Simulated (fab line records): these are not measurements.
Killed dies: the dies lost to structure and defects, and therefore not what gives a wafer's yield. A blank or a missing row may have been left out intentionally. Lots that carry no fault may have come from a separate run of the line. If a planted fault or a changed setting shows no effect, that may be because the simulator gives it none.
Chamber matching + flow nand harc + NHARC_A_CHANNEL_FILL_D1_ALD_25 on ald hk-03: 4 sister chambers
The step deposits SiOx, target thk 60 nm, pulse time 10 s, ald cycles 600. 4 wafers are shown with their chamber, then 7 later ones without.

== WAFERS WITH THEIR CHAMBER ==
| wafer  | chamber | heater power w (W) |
|--------|---------|--------------------|
| L451.4 | 3       | 447                |
| L456.1 | 0       | 474                |
| L457.2 | 1       | 611                |
| L457.4 | 2       | 494                |

== WAFERS WITH NO CHAMBER GIVEN ==
| wafer  | heater power w (W) |
|--------|--------------------|
| L457.5 | 630                |
| L458.3 | 490                |
| L458.4 | 611                |
| L458.1 | 454                |
| L460.4 | 497                |
| L460.1 | 625                |
| L460.2 | 499                |

== THE CHAMBER EACH PASSED THROUGH ==
| wafer  | from the rows above     | in truth                   |
|--------|-------------------------|----------------------------|
| L457.5 | 1                       | 1                          |
| L458.3 | can't be placed: 2 or 0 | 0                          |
| L458.4 | 1                       | 1                          |
| L458.1 | can't be placed: 3 or 0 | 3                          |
| L460.4 | 2                       | 2                          |
| L460.1 | 1                       | 1                          |
| L460.2 | 2                       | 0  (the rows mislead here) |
4 of 7 placed correctly. From these rows, 2 cannot be placed; in 2 the true chamber is one of the candidates. 1 placed wrongly.
How it was worked out, from the rows above alone: a wafer's distance from a chamber is the root of the sum, over the readings, of the square of ((its reading less the chamber's mean) divided by the reading's scatter). The wafer belongs to the nearest chamber; if the next one is less than 2 further off, it can't be placed. A chamber's mean is the mean of its shown wafers. The scatter: root of mean squared gap, hidden wafer to nearest shown wafer, with one shown wafer a chamber.
